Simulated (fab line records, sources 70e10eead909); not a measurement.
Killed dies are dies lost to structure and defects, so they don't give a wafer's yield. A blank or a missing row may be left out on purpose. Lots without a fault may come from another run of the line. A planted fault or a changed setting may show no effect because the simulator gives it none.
Chamber matching | flow nand_harc | NHARC_A_M1_STRIP_19 on wet_bench-10: 7 sister chambers
The step strips in post etch residue remover, time 600 s. 14 wafers are shown with their chamber, then 6 later ones without.

WAFERS WITH THEIR CHAMBER
wafer  | chamber | bath_heat_duty_pct (%) | run_length_s (s)
L690.2 | 4       | 13.5                   | 604.0
L690.5 | 6       | 14.0                   | 604.9
L690.6 | 7       | 13.5                   | 602.5
L686.1 | 0       | 16.3                   | 603.6
L686.2 | 2       | 13.1                   | 601.2
L686.3 | 3       | 13.0                   | 603.8
L688.2 | 6       | 13.4                   | 605.1
L688.5 | 4       | 13.6                   | 603.7
L688.6 | 2       | 12.1                   | 601.3
L693.1 | 0       | 16.7                   | 603.3
L693.2 | 1       | 12.4                   | 601.7
L693.5 | 4       | 14.9                   | 605.0
L708.1 | 7       | 13.4                   | 603.9
L708.2 | 3       | 13.1                   | 602.7

SIGNATURES (means of the wafers above)
reading            | chamber 0 | chamber 1 | chamber 2 | chamber 3 | chamber 4 | chamber 6 | chamber 7 | scatter within a chamber
bath_heat_duty_pct | 16.500    | 12.400    | 12.600    | 13.050    | 14.000    | 13.700    | 13.450    | 0.533
run_length_s       | 603.450   | 601.700   | 601.250   | 603.250   | 604.233   | 605.000   | 603.200   | 0.607
Rule: a wafer's distance from a chamber is the root of the sum, over the readings, of the square of ((its reading less the chamber's mean) divided by the reading's scatter). The wafer belongs to the nearest chamber; if the next one is less than 2 further off, it can't be placed. The scatter: the root of (the sum of the squares of (reading less its chamber's mean) over the shown wafers, divided by (wafers less chambers)).

WAFERS WITHOUT THEIR CHAMBER
wafer  | bath_heat_duty_pct (%) | run_length_s (s)
L708.6 | 13.6                   | 602.0
L705.1 | 12.9                   | 603.1
L705.3 | 13.1                   | 601.6
L705.6 | 13.3                   | 603.0
L709.3 | 13.2                   | 604.2
L709.4 | 13.4                   | 603.0

WHICH CHAMBER EACH WENT THROUGH
wafer  | from the rows above                    | in truth
L708.6 | can't be placed: 7 or 2 or 3 or 1 or 4 | 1
L705.1 | can't be placed: 3 or 7                | 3
L705.3 | can't be placed: 2 or 1 or 7 or 3      | 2
L705.6 | can't be placed: 7 or 3 or 4           | 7
L709.3 | can't be placed: 4 or 3 or 6 or 7      | 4
L709.4 | can't be placed: 7 or 3 or 4           | 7
Placed correctly: 0 of 6. Can't be placed from these rows: 6 (the true chamber is among the candidates in 6). Placed wrongly: 0.
